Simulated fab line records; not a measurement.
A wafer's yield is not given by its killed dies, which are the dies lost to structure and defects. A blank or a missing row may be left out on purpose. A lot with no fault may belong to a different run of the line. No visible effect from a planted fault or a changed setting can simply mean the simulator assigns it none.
What tool caused it? -- flow nand-harc -- 20 lots with 60 wafers sampled at 6 steps, on a route of 1302 steps

## WHAT THE GAUGES READ, wafer by wafer
No reading from a measuring or inspecting step in the record can be judged against a usual standard deviation.

## WHAT TOOL EACH LOT RAN ON (gives the tool, then ch and the chambers of the sampled wafers, and finally the start)
lot,NHARC_A_STAIRCASE_ETCH_271,NHARC_A_STAIRCASE_ETCH_452,NHARC_A_STAIRCASE_ETCH_313,NHARC_A_STAIRCASE_STRIP_476,NHARC_A_STAIRCASE_DEP_325,NHARC_A_STAIRCASE_CMP_152
L074,"rie-diel-03 ch 0,1,2, day 16 22:58","rie-diel-11 ch 0,2,3, day 17 10:14 or earlier","rie-diel-11 ch 0,2,3, day 17 10:14","rie-diel-03 ch 1,2,3, day 17 14:20","pecvd-03 ch 0,1,2, day 18 23:59","cmp-02 ch 0,1,2, day 19 18:25"
L076,"rie-diel-03 ch 0,1, day 17 07:00","rie-diel-11 ch 1,2, day 17 19:15 or earlier","rie-diel-03 ch 0,1,3, day 17 19:15","rie-diel-11 ch 0,2,3, day 18 00:34","pecvd-01 ch 0,1,2, day 19 09:11","cmp-02 ch 0,1, day 19 22:08"
L075,"rie-diel-02 ch 0,1, day 17 08:36","rie-diel-11 ch 0,2,3, day 18 01:20 or earlier","rie-diel-02 ch 0,1,3, day 18 01:20","rie-diel-03 ch 0,1,2, day 18 06:43","pecvd-04 ch 1,2, day 19 09:06","cmp-04 ch 0,1,3, day 19 23:01"
L077,"rie-diel-11 ch 0,2,3, day 17 19:32","rie-diel-03 ch 0,2,3, day 18 06:59 or earlier","rie-diel-11 ch 0,2,3, day 18 06:59","rie-diel-02 ch 1,2,3, day 18 10:55","pecvd-01 ch 0,1,2, day 19 19:04","cmp-02 ch 0,1,2, day 20 08:20"
L078,"rie-diel-03 ch 0,1,3, day 18 13:35","rie-diel-03 ch 0,1,3, day 19 01:28 or earlier","rie-diel-02 ch 0,2,3, day 19 01:28","rie-diel-02 ch 0,2,3, day 19 05:28","pecvd-03 ch 0,1, day 20 08:52","cmp-01 ch 0,2,3, day 20 22:40"
L079,"rie-diel-11 ch 0,3, day 18 21:32","rie-diel-03 ch 0,1,3, day 19 10:05 or earlier","rie-diel-11 ch 1,2, day 19 10:05","rie-diel-11 ch 1,2,3, day 19 14:20","pecvd-04 ch 0,1,2, day 20 19:03","cmp-02 ch 0,1,2, day 21 08:44"
L080,"rie-diel-02 ch 0,3, day 19 19:05","rie-diel-11 ch 0,1,3, day 20 07:52 or earlier","rie-diel-11 ch 1,2,3, day 20 07:52","rie-diel-11 ch 0,1, day 20 12:01","pecvd-04 ch 0,1,2, day 21 17:01","cmp-01 ch 0,3, day 22 08:41"
L081,"rie-diel-03 ch 0,1,3, day 20 01:34","rie-diel-02 ch 0,1,3, day 20 15:44 or earlier","rie-diel-03 ch 0,1,2, day 20 15:44","rie-diel-11 ch 1,2,3, day 20 19:45","pecvd-01 ch 0,1, day 22 05:28","cmp-01 ch 0,1,2, day 22 21:41"
L084,"rie-diel-02 ch 1,2,3, day 20 15:16","rie-diel-02 ch 1,2, day 21 03:11 or earlier","rie-diel-11 ch 1,3, day 21 03:11","rie-diel-02 ch 0,2,3, day 21 07:29","pecvd-01 ch 0,2, day 22 15:16","cmp-04 ch 0,1, day 23 05:35"
L082,"rie-diel-02 ch 0,1, day 20 15:32","rie-diel-02 ch 1,2, day 21 05:02 or earlier","rie-diel-11 ch 0,1,3, day 21 05:02","rie-diel-02 ch 1,2,3, day 21 09:13","pecvd-03 ch 1,2, day 22 15:10","cmp-01 ch 0,2,3, day 23 05:40"
L083,"rie-diel-11 ch 0,2,3, day 20 20:56","rie-diel-03 ch 0,1,3, day 21 10:48 or earlier","rie-diel-03 ch 1,3, day 21 10:48","rie-diel-11 ch 0,2,3, day 21 14:58","pecvd-04 ch 0,1, day 22 15:05","cmp-01 ch 1,2,3, day 23 08:33"
L086,"rie-diel-11 ch 1,2,3, day 21 07:24","rie-diel-03 ch 1,3, day 21 20:43 or earlier","rie-diel-03 ch 2,3, day 21 20:43","rie-diel-03 ch 1,2,3, day 22 00:40","pecvd-03 ch 1,2, day 23 02:44","cmp-02 ch 2,3, day 23 16:58"
L085,"rie-diel-11 ch 1,2,3, day 21 16:37","rie-diel-11 ch 0,1,3, day 22 05:20 or earlier","rie-diel-02 ch 1,2,3, day 22 05:20","rie-diel-11 ch 0,1,2, day 22 09:16","pecvd-03 ch 1,2, day 23 12:50","cmp-01 ch 0,1,2, day 24 02:55"
L088,"rie-diel-11 ch 1,2,3, day 23 01:05","rie-diel-11 ch 1,2,3, day 23 16:23 or earlier","rie-diel-02 ch 0,1, day 23 16:23","rie-diel-11 ch 1,2,3, day 23 20:19","pecvd-04 ch 0,1,2, day 24 23:23","cmp-01 ch 1,2,3, day 25 13:27"
L089,"rie-diel-03 ch 0,2,3, day 23 03:31","rie-diel-03 ch 0,1,2, day 23 17:07 or earlier","rie-diel-11 ch 1,3, day 23 17:07","rie-diel-02 ch 1,2, day 23 22:10","pecvd-01 ch 0,1, day 24 23:13","cmp-04 ch 0,3, day 25 13:46"
L091,"rie-diel-02 ch 1,2,3, day 23 11:27","rie-diel-03 ch 0,1,3, day 24 00:43 or earlier","rie-diel-11 ch 1,2,3, day 24 00:43","rie-diel-03 ch 0,1,3, day 24 05:43","pecvd-03 ch 0,1,2, day 25 09:59","cmp-04 ch 0,1,3, day 26 00:30"
L092,"rie-diel-02 ch 0,1,3, day 23 22:46","rie-diel-02 ch 1,2,3, day 24 12:29 or earlier","rie-diel-11 ch 0,1,2, day 24 12:29","rie-diel-11 ch 1,2, day 24 16:25","pecvd-04 ch 1,2, day 25 21:21","cmp-02 ch 1,2,3, day 26 12:30"
L094,"rie-diel-03 ch 2,3, day 25 00:02","rie-diel-11 ch 0,1,3, day 25 18:07 or earlier","rie-diel-11 ch 0,3, day 25 18:07","rie-diel-11 ch 1,2, day 25 22:25","pecvd-03 ch 0,1,2, day 27 06:23","cmp-01 ch 0,3, day 27 20:13"
L096,"rie-diel-11 ch 1,2,3, day 25 11:44","rie-diel-11 ch 0,2,3, day 26 05:06 or earlier","rie-diel-11 ch 2,3, day 26 05:06","rie-diel-11 ch 1,2,3, day 26 09:28","pecvd-01 ch 0,2, day 27 17:13","cmp-01 ch 0,2,3, day 28 07:25"
L095,"rie-diel-11 ch 1,2, day 25 11:47","rie-diel-11 ch 0,2,3, day 26 06:50 or earlier","rie-diel-02 ch 0,2, day 26 06:50","rie-diel-02 ch 0,1,3, day 26 14:31","pecvd-03 ch 0,1, day 27 17:18","cmp-02 ch 0,3, day 28 07:19"
- NHARC_A_STAIRCASE_ETCH_271: etches the open film in CF4/CHF3.
- NHARC_A_STAIRCASE_ETCH_452: etches the open film in CF4/O2, target depth 30 nm, overetch 3 nm, time 16.5 s.
- NHARC_A_STAIRCASE_ETCH_313: etches the open film in CF4/CHF3.
- NHARC_A_STAIRCASE_STRIP_476: strips in O2, time 20 s.
- NHARC_A_STAIRCASE_DEP_325: deposits SiO2, target thk 7200 nm.
- NHARC_A_STAIRCASE_CMP_152: polishes.

## WHAT THE TOOLS THEMSELVES READ (means of the sampled wafers that have a number; where no wafer has one, the mark that the record gives instead)
NHARC_A_STAIRCASE_ETCH_271.
lot,tool,bias-w (W),cf4-flow-sccm (sccm),drypump-motor-current-A (A),oes-product-au (a.u.),rf-vpp-V (V),showerhead-plenum-p-Torr (Torr),throttle-valve-pct (%)
L074,rie-diel-03,199.8,99.84,5.8,0.938,368.9,1.54,16.802
L076,rie-diel-03,200.4,100.01,5.9,0.911,367.6,1.50,16.802
L075,rie-diel-02,199.9,99.87,5.8,0.942,373.2,1.66,16.798
L077,rie-diel-11,199.7,100.02,5.8,0.927,369.0,1.52,16.792
L078,rie-diel-03,200.0,100.07,5.6,0.911,368.7,1.53,16.803
L079,rie-diel-11,200.0,100.11,6.0,0.940,367.5,1.51,16.799
L080,rie-diel-02,200.6,99.96,5.2,0.963,370.3,1.57,16.804
L081,rie-diel-03,200.5,99.91,5.6,0.953,369.0,1.52,16.797
L084,rie-diel-02,200.0,99.99,5.5,0.923,371.1,1.59,16.802
L082,rie-diel-02,200.0,100.28,5.5,0.944,371.8,1.61,16.797
L083,rie-diel-11,200.4,100.05,5.9,0.971,368.2,1.51,16.795
L086,rie-diel-11,200.4,100.04,5.6,0.954,367.8,1.49,16.806
L085,rie-diel-11,199.8,100.05,5.6,0.932,367.2,1.49,16.792
L088,rie-diel-11,199.8,99.99,5.6,0.933,367.9,1.49,16.798
L089,rie-diel-03,200.2,100.24,5.6,0.929,369.4,1.55,16.798
L091,rie-diel-02,200.0,100.15,5.4,0.925,371.3,1.58,16.790
L092,rie-diel-02,200.5,99.93,5.5,0.953,371.8,1.59,16.808
L094,rie-diel-03,200.1,100.08,5.4,0.948,369.7,1.55,16.800
L096,rie-diel-11,200.1,99.89,5.6,0.938,366.8,1.48,16.798
L095,rie-diel-11,199.6,100.05,5.4,0.946,366.9,1.48,16.797

NHARC_A_STAIRCASE_ETCH_452.
lot,tool,bias-w (W),cf4-flow-sccm (sccm),drypump-motor-current-A (A),oes-product-au (a.u.),rf-vpp-V (V),showerhead-plenum-p-Torr (Torr),throttle-valve-pct (%)
L074,rie-diel-11,100.00,79.90,5.8,1.004,196.8,1.28,13.395
L076,rie-diel-11,99.97,79.88,5.5,0.995,195.7,1.25,13.401
L075,rie-diel-11,100.10,79.98,5.9,0.999,196.3,1.28,13.393
L077,rie-diel-03,99.74,80.01,5.6,0.984,198.2,1.33,13.398
L078,rie-diel-03,99.70,80.15,5.7,0.988,197.7,1.29,13.393
L079,rie-diel-03,100.19,80.02,5.6,0.990,198.0,1.29,13.395
L080,rie-diel-11,99.86,80.09,5.9,1.005,197.0,1.27,13.401
L081,rie-diel-02,100.04,79.89,5.5,0.987,198.5,1.36,13.400
L084,rie-diel-02,100.20,79.81,5.8,0.990,199.2,1.39,13.389
L082,rie-diel-02,100.14,80.05,5.4,0.994,198.7,1.36,13.392
L083,rie-diel-03,99.94,80.05,5.7,0.989,198.1,1.36,13.397
L086,rie-diel-03,100.11,79.72,5.5,0.990,199.4,1.39,13.397
L085,rie-diel-11,100.22,79.72,5.9,1.007,196.8,1.27,13.399
L088,rie-diel-11,99.84,80.11,5.6,0.997,196.9,1.26,13.408
L089,rie-diel-03,99.95,80.07,5.8,0.994,197.6,1.36,13.395
L091,rie-diel-03,99.98,80.31,5.7,0.995,197.2,1.36,13.392
L092,rie-diel-02,100.11,80.04,5.5,0.987,198.0,1.34,13.398
L094,rie-diel-11,100.36,79.98,5.9,1.000,196.2,1.26,13.402
L096,rie-diel-11,99.73,80.00,5.8,1.005,197.3,1.27,13.392
L095,rie-diel-11,100.12,80.11,5.8,0.995,196.8,1.27,13.398

NHARC_A_STAIRCASE_ETCH_313.
lot,tool,bias-w (W),cf4-flow-sccm (sccm),drypump-motor-current-A (A),oes-product-au (a.u.),rf-vpp-V (V),showerhead-plenum-p-Torr (Torr),throttle-valve-pct (%)
L074,rie-diel-11,200.5,99.6,5.8,0.921,369.8,1.52,16.796
L076,rie-diel-03,200.2,99.9,5.7,0.915,368.8,1.53,16.807
L075,rie-diel-02,199.8,100.1,5.5,0.961,372.2,1.61,16.806
L077,rie-diel-11,200.3,99.9,5.8,0.922,369.3,1.52,16.803
L078,rie-diel-02,200.3,99.9,5.1,0.921,370.3,1.56,16.811
L079,rie-diel-11,199.0,100.6,5.5,0.968,366.9,1.48,16.806
L080,rie-diel-11,199.8,100.2,5.6,0.932,367.3,1.49,16.800
L081,rie-diel-03,199.7,99.8,5.8,0.953,371.7,1.62,16.810
L084,rie-diel-11,200.0,100.1,5.8,0.929,367.5,1.49,16.802
L082,rie-diel-11,199.1,100.0,5.9,0.935,368.1,1.50,16.807
L083,rie-diel-03,199.6,100.1,5.5,0.926,372.7,1.65,16.806
L086,rie-diel-03,200.5,99.8,5.4,0.925,369.2,1.55,16.804
L085,rie-diel-02,199.0,100.0,5.4,0.914,371.6,1.59,16.794
L088,rie-diel-02,199.9,100.3,5.9,0.912,372.1,1.64,16.800
L089,rie-diel-11,199.9,100.0,5.8,0.935,366.6,1.48,16.815
L091,rie-diel-11,199.6,100.3,5.6,0.927,367.3,1.48,16.796
L092,rie-diel-11,200.0,99.9,5.7,0.970,368.0,1.50,16.804
L094,rie-diel-11,199.8,99.9,6.0,0.921,368.0,1.50,16.807
L096,rie-diel-11,200.1,99.9,5.6,0.929,367.7,1.49,16.803
L095,rie-diel-02,200.1,99.8,5.0,0.961,370.9,1.56,16.805

NHARC_A_STAIRCASE_STRIP_476.
lot,tool,drypump-motor-current-A (A),oes-product-au (a.u.),rf-vpp-V (V),showerhead-plenum-p-Torr (Torr),throttle-valve-pct (%)
L074,rie-diel-03,5.5,0.993,57.7,3.42,17.037
L076,rie-diel-11,5.8,1.000,58.0,3.41,17.033
L075,rie-diel-03,5.8,0.983,57.2,3.44,17.027
L077,rie-diel-02,5.5,0.995,57.6,3.58,17.028
L078,rie-diel-02,5.1,0.998,57.8,3.50,17.033
L079,rie-diel-11,5.6,1.012,57.0,3.35,17.042
L080,rie-diel-11,5.9,1.008,56.5,3.33,17.040
L081,rie-diel-11,5.6,1.006,55.7,3.34,17.033
L084,rie-diel-02,5.1,1.002,57.9,3.49,17.032
L082,rie-diel-02,5.4,1.001,57.4,3.56,17.029
L083,rie-diel-11,5.8,1.000,57.6,3.39,17.039
L086,rie-diel-03,5.5,1.002,57.8,3.58,17.035
L085,rie-diel-11,5.7,0.998,58.4,3.37,17.037
L088,rie-diel-11,5.6,1.008,58.1,3.33,17.030
L089,rie-diel-02,5.3,0.992,57.3,3.58,17.045
L091,rie-diel-03,5.7,0.988,57.0,3.58,17.037
L092,rie-diel-11,5.5,1.013,57.7,3.30,17.040
L094,rie-diel-11,5.4,1.008,57.4,3.33,17.039
L096,rie-diel-11,5.6,1.004,57.7,3.50,17.039
L095,rie-diel-02,5.5,1.001,57.8,3.55,17.046

NHARC_A_STAIRCASE_DEP_325.
lot,tool,heater-power-outer-w (W),heater-power-w (W)
L074,pecvd-03,401,692
L076,pecvd-01,329,634
L075,pecvd-04,377,654
L077,pecvd-01,439,762
L078,pecvd-03,461,809
L079,pecvd-04,405,677
L080,pecvd-04,391,662
L081,pecvd-01,390,700
L084,pecvd-01,308,581
L082,pecvd-03,426,706
L083,pecvd-04,503,803
L086,pecvd-03,436,710
L085,pecvd-03,424,712
L088,pecvd-04,384,647
L089,pecvd-01,433,775
L091,pecvd-03,457,773
L092,pecvd-04,356,632
L094,pecvd-03,417,718
L096,pecvd-01,315,579
L095,pecvd-03,469,820

NHARC_A_STAIRCASE_CMP_152.
lot,tool,motor-current-A (A)
L074,cmp-02,11.1
L076,cmp-02,11.7
L075,cmp-04,12.6
L077,cmp-02,11.7
L078,cmp-01,11.8
L079,cmp-02,11.4
L080,cmp-01,11.9
L081,cmp-01,10.9
L084,cmp-04,12.8
L082,cmp-01,11.6
L083,cmp-01,11.3
L086,cmp-02,11.2
L085,cmp-01,11.2
L088,cmp-01,11.2
L089,cmp-04,11.5
L091,cmp-04,12.3
L092,cmp-02,10.9
L094,cmp-01,12.1
L096,cmp-01,11.7
L095,cmp-02,11.8

## THE ANSWER, worked out from the rows above alone
Rule: usual is defined by the lots themselves. The widest of any qualifying gaps counts: lots, ordered by their means at a reading, are off when they make up no more than a third of the lots, leave a main group of 4 or more, and stand apart from it by 3 or more times the standard deviation of that group's means. A main group whose means are all the same, to the digits that the tables above print for the reading, isn't used. A lot without any number at a reading at which 4 lots or more have one is off too. Where the step has rows for the other lots, those lots are counted as sound. First the gauges in route order, then the tools' own readings, where a lot's mean is used as printed above. At the first step where some lot is off, the reading lying furthest off is the one used; lots without a number count as furthest.
No lot is off at any reading shown: from this, nothing can be told.

## WHAT WAS PUT IN BY THE SIMULATOR
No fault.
